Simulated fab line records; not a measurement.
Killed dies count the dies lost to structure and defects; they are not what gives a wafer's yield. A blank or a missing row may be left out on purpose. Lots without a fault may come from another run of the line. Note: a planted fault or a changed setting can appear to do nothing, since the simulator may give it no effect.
A lot that was struck, set against a sound lot / flow n5 finfet / 16 out of 1938 route steps
Sound: the wafers L210.2, L210.3, L210.6. Wafers L217.3, L217.5, L217.6 were the ones struck. At the end, the cause is stated.
Each step with rows lists, per side, the tool, then ch with its chambers, then its first start. Under that, the readings that differ: sound wafers / struck wafers / difference of the means / sigmas: that difference in standard deviations of wafers without a fault.
alike: a reading whose means differ by less than 2 such deviations, as well as words and numbers matching on both sides. not compared: withheld readings; readings where some wafer has no value; bounds like >300 that might hide an equal value; numbers whose values overlap and for which the record gives no deviation.
Wherever a step has rows on one side only, a row that says differs or no value, or a row with sigmas, the two part there. Numbers that don't overlap but have no deviation are shown without sigmas and don't part them. A reading that every wafer of one side lacks parts them only if that side has two wafers or more.

N5_BEOL_M2_ALD_84: deposits TaN, pulse time 2 s, purge time 3 s, co reactant purge time 2 s.
  sound on ald metal-02 ch 0,1,2, day 9 21:50; struck on ald metal-03 ch 0,2,3, day 12 01:47
  alike: heater power w
  not compared: since wet clean h
then, 2 steps without rows for these wafers: N5_BEOL_M2_SURFACE_TREAT_85; N5_BEOL_M2_CVD_47 (deposits Co from CCTBA/H2, target thk 3 nm, time 223.8 s).
N5_BEOL_M2_SPUTTER_48: material Cu, target thk 4.5 nm, time 8.29 s.
  struck on pvd sputter-03, day 12 02:24; sound on pvd sputter-03, day 9 22:17
  alike: chuck gas flow sccm, throttle valve pct
then, 3 steps without rows for these wafers: N5_BEOL_M2_ANNEAL_49 (time 240 s); N5_BEOL_M2_SPUTTER_79 (material Cu, target thk 4.5 nm, time 8.29 s); N5_BEOL_M2_ANNEAL_80 (time 240 s).
N5_BEOL_M2_SPUTTER_81: material Cu, target thk 4.5 nm, time 8.29 s.
  struck on pvd sputter-03, day 12 02:50; sound on pvd sputter-03, day 9 22:44
  alike: chuck gas flow sccm, throttle valve pct
then, 1 step without rows for these wafers: N5_BEOL_M2_ANNEAL_82 (time 240 s).
N5_BEOL_M2_SPUTTER_86: material Cu, target thk 4.5 nm, time 8.29 s.
  struck on pvd sputter-03, day 12 03:04; sound on pvd sputter-03, day 9 22:57
  alike: chuck gas flow sccm, throttle valve pct
then, 1 step without rows for these wafers: N5_BEOL_M2_ANNEAL_87 (time 240 s).
N5_BEOL_M2_SPUTTER_88: material Cu, target thk 4.5 nm, time 8.29 s.
  struck on pvd sputter-03, day 12 03:17; sound on pvd sputter-03, day 9 23:10
  alike: chuck gas flow sccm, throttle valve pct
N5_BEOL_M2_ANNEAL_89: time 240 s.
  struck on pvd sputter-03, day 12 03:22; sound on pvd sputter-03, day 9 23:15
  no value came back on the struck wafers for heater power w (W), susceptor temp C (C); on the sound wafers heater power w (W) reads 787 842 828
then, 1 step without rows for these wafers: N5_BEOL_M2_SPUTTER_90 (material Cu, target thk 4.5 nm, time 8.29 s).
N5_BEOL_M4_RC_MEAS_101:
  sound on prober-02 ch 0, day 11 03:17; struck on prober-01 ch 0, day 13 03:40
  alike: DIBL_N, DIBL_P, IOFF_N, IOFF_P, ION_N, ION_P, SS_N, SS_P, VT_N, VT_P
-- record jumps: 4 days separate the struck wafers' starts on either side; left off in module BEOL_M4, taken up again in module PASSIVATION, whose first shown step is the route's number 1936 --
N5_PASSIVATION_PROBE_49:
  struck on prober-02, day 17 08:01; sound on prober-01, day 15 18:20
  alike: defect limited yield, killed_at_M0_to_M3, killed_at_M4_up, killed at contacts, killed at front end, killed at other, killed dies, killed open, killed short, sort_bin_5_function, sort_bin_6_memory, sort_bin_8_speed, sort n pass, sort yield pct

WHERE THEY PART
N5_BEOL_M2_ANNEAL_89 only, going by this record. Later steps at which nothing parts them and some readings are alike: N5_BEOL_M4_RC_MEAS_101, N5_PASSIVATION_PROBE_49.

WHY: whatever the simulator had introduced
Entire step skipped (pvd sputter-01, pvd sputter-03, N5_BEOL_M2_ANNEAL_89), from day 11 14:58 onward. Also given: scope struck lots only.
